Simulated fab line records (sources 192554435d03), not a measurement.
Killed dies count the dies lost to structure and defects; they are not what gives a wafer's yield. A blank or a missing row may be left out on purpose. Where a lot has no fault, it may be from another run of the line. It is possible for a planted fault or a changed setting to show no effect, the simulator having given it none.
A struck lot beside a sound one / flow n5 finfet / 22 out of 1938 route steps
Sound: these wafers, L212.1, L212.2, L212.4. Wafers struck: L228.4, L228.5, L228.6. The cause is given at the end.
Per side, at each step with rows, come the tool, then ch with its chambers, and then its first start. Under that, the readings that differ: sound wafers / struck wafers / difference of the means / sigmas: that difference in standard deviations of wafers without a fault.
alike: readings with means less than 2 such deviations apart, plus words and numbers identical on both sides. not compared: withheld readings, readings lacking a value on some wafer, bounds such as >300 that could conceal the same value, and numbers that have no deviation in the record and whose values overlap.
The two part at a step that has a row with sigmas, a row that says differs or no value, or rows on one side only. Non-overlapping numbers with no deviation appear without sigmas and do not part them. A reading that every wafer of one side lacks parts them only if that side has two wafers or more.

N5_BEOL_M2_ANNEAL_87: time 240 s.
  struck on pvd sputter-03, day 14 13:10; sound on pvd sputter-03, day 10 10:34
  alike: heater power w
then, 5 steps without rows for these wafers: N5_BEOL_M2_SPUTTER_88 (material Cu, target thk 4.5 nm, time 8.29 s); N5_BEOL_M2_ANNEAL_89 (time 240 s); N5_BEOL_M2_SPUTTER_90 (material Cu, target thk 4.5 nm, time 8.29 s); N5_BEOL_M2_ANNEAL_91 (time 240 s); N5_BEOL_M2_SPUTTER_92 (material Cu, target thk 4.5 nm, time 8.29 s).
N5_BEOL_M2_ANNEAL_93: time 240 s.
  struck on pvd sputter-03, day 14 13:49; sound on pvd sputter-03, day 10 11:13
  alike: heater power w
then, 1 step without rows for these wafers: N5_BEOL_M2_SPUTTER_94 (material Cu, target thk 4.5 nm, time 8.29 s).
N5_BEOL_M2_ANNEAL_95: time 240 s.
  struck on pvd sputter-03, day 14 14:02; sound on pvd sputter-03, day 10 11:26
  alike: heater power w
then, 3 steps without rows for these wafers: N5_BEOL_M2_SPUTTER_96 (material Cu, target thk 4.5 nm, time 8.29 s); N5_BEOL_M2_ECD_50 (material Cu, target thk 300 nm); N5_BEOL_M2_ANNEAL_51 (time 90 s).
N5_BEOL_M2_CMP_52: polishes, stops on SiOC, t overpolish 6.8 s, target thk 40 nm.
  sound on cmp-04 ch 0,1,3, day 10 12:07; struck on cmp-01 ch 0,2,3, day 14 14:45
  no value came back on the struck wafers for any of 5 readings (barrier field endpoint s (s), clearing platen down force psi (psi) and others); on the sound wafers barrier field endpoint s (s) reads 24.5 25.1 24.8
reading=model.Cu_of_BEOL_M2_ECD_50.thk nm (nm); sound=40.8 40.4 40.8; struck=296.4 297.2 296.4; difference=+256.0; sigmas=
reading=model.SiO2_of_BEOL_M2_PECVD_72.thk nm (nm); sound=0 0 0; struck=16 16 16; difference=+16; sigmas=
reading=model.SiOC_of_BEOL_M2_ILD_DEP_00.thk nm (nm); sound=74.6 74.4 74.8; struck=79.4 79.2 78.8; difference=+4.5; sigmas=
N5_BEOL_M2_THK_MEAS_53: measures by xrf.
  struck on film metro-02, day 14 14:58; sound on film metro-02, day 10 12:22
reading=M2_THK (nm); sound=41.0 40.6 40.6; struck=298.9 299.7 299.3; difference=+258.6; sigmas=+99 or more
then, 1 step without rows for these wafers: N5_BEOL_M2_PRE_CLEAN_60 (time 15 s).
N5_BEOL_M2_CO_CAP_55: material Co, precursor CCTBA/H2, target thk 2 nm, time 102.1 s.
  sound on cvd co-02 ch 0,1,2, day 10 12:26; struck on cvd co-02 ch 0,1,2, day 14 15:05
  alike: heater power w
then, 1 step without rows for these wafers: N5_BEOL_M2_PRE_CLEAN_56 (time 15 s).
N5_BEOL_M2_DEP_57: deposits SiCN from 3MS/NH3, target thk 8 nm, time 14 s.
  sound on pecvd-03 ch 0,1, day 10 12:34; struck on pecvd-01 ch 0,1,2, day 14 15:11
  alike: rf fwd power W, showerhead plenum p Torr, throttle valve pct
N5_BEOL_M2_RS_MEAS_58: a four-point-probe measurement.
  struck on film metro-01, day 14 15:14; sound on film metro-02, day 10 12:39
reading=M2_RS (ohm/sq); sound=0.650 0.659 0.653; struck=0.059 0.059 0.059; difference=-0.595; sigmas=-21
N5_BEOL_M2_INSPECT_59: inspects for defects (darkfield).
  struck on defect inspect-01, day 14 15:15; sound on defect inspect-01, day 10 12:41
reading=raw defect count; sound=68 72 77; struck=5914 5906 6003; difference=+5869; sigmas=+99 or more
N5_BEOL_M4_RC_MEAS_101:
  the record has rows for the sound wafers here (prober-01 ch 0, day 11 17:00) and none for the struck ones
-- record jumps: 6 days separate the struck wafers' starts on either side; left off in module BEOL_M4, taken up again in module PASSIVATION, whose first shown step is the route's number 1936 --
N5_PASSIVATION_PROBE_49:
  the record has rows for the struck wafers here (prober-02, day 20 07:39) and none for the sound ones

== WHERE THEY PART ==
Earliest at N5_BEOL_M2_CMP_52; latest, in this record, at N5_PASSIVATION_PROBE_49.

WHY: the cause the simulator had injected
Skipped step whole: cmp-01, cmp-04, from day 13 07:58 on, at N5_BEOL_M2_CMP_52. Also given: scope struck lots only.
